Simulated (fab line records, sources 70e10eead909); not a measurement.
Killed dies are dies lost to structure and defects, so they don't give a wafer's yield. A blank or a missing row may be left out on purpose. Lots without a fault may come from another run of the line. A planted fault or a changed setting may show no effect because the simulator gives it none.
Chamber matching | flow nand_harc | NHARC_A_SLIT_DEP_23 on pecvd-03: 3 sister chambers
The step deposits SiON, target thk 100 nm. 6 wafers are shown with their chamber, then 10 later ones without.

WAFERS WITH THEIR CHAMBER
wafer  | chamber | showerhead_vpp_V (V) | susceptor_temp_C (C)
L087.6 | 1       | 1207                 | 400.03
L088.1 | 0       | 1146                 | 399.85
L088.3 | 2       | 1206                 | 399.91
L088.6 | 1       | 1214                 | 399.69
L086.2 | 2       | 1218                 | 399.74
L086.4 | 0       | 1133                 | 399.82

WAFERS WITHOUT THEIR CHAMBER
wafer  | showerhead_vpp_V (V) | susceptor_temp_C (C)
L086.6 | 1191                 | 399.77
L094.3 | 1157                 | 400.00
L094.4 | 1222                 | 400.12
L094.6 | 1145                 | 399.73
L095.3 | 1217                 | 400.11
L095.5 | 1217                 | 399.94
L095.6 | 1142                 | 399.69
L096.1 | 1142                 | 399.94
L096.2 | 1187                 | 400.27
L096.5 | 1206                 | 400.31

WHICH CHAMBER EACH WENT THROUGH
wafer  | from the rows above     | in truth
L086.6 | can't be placed: 1 or 2 | 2
L094.3 | 0                       | 0
L094.4 | can't be placed: 1 or 2 | 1
L094.6 | 0                       | 0
L095.3 | can't be placed: 1 or 2 | 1
L095.5 | can't be placed: 2 or 1 | 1
L095.6 | 0                       | 0
L096.1 | 0                       | 0
L096.2 | can't be placed: 1 or 2 | 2
L096.5 | can't be placed: 1 or 2 | 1
Placed correctly: 4 of 10. Can't be placed from these rows: 6 (the true chamber is among the candidates in 6). Placed wrongly: 0.
How it was worked out, from the rows above alone: a wafer's distance from a chamber is the root of the sum, over the readings, of the square of ((its reading less the chamber's mean) divided by the reading's scatter). The wafer belongs to the nearest chamber; if the next one is less than 2 further off, it can't be placed. A chamber's mean is the mean of its shown wafers. The scatter: the root of (the sum of the squares of (reading less its chamber's mean) over the shown wafers, divided by (wafers less chambers)).
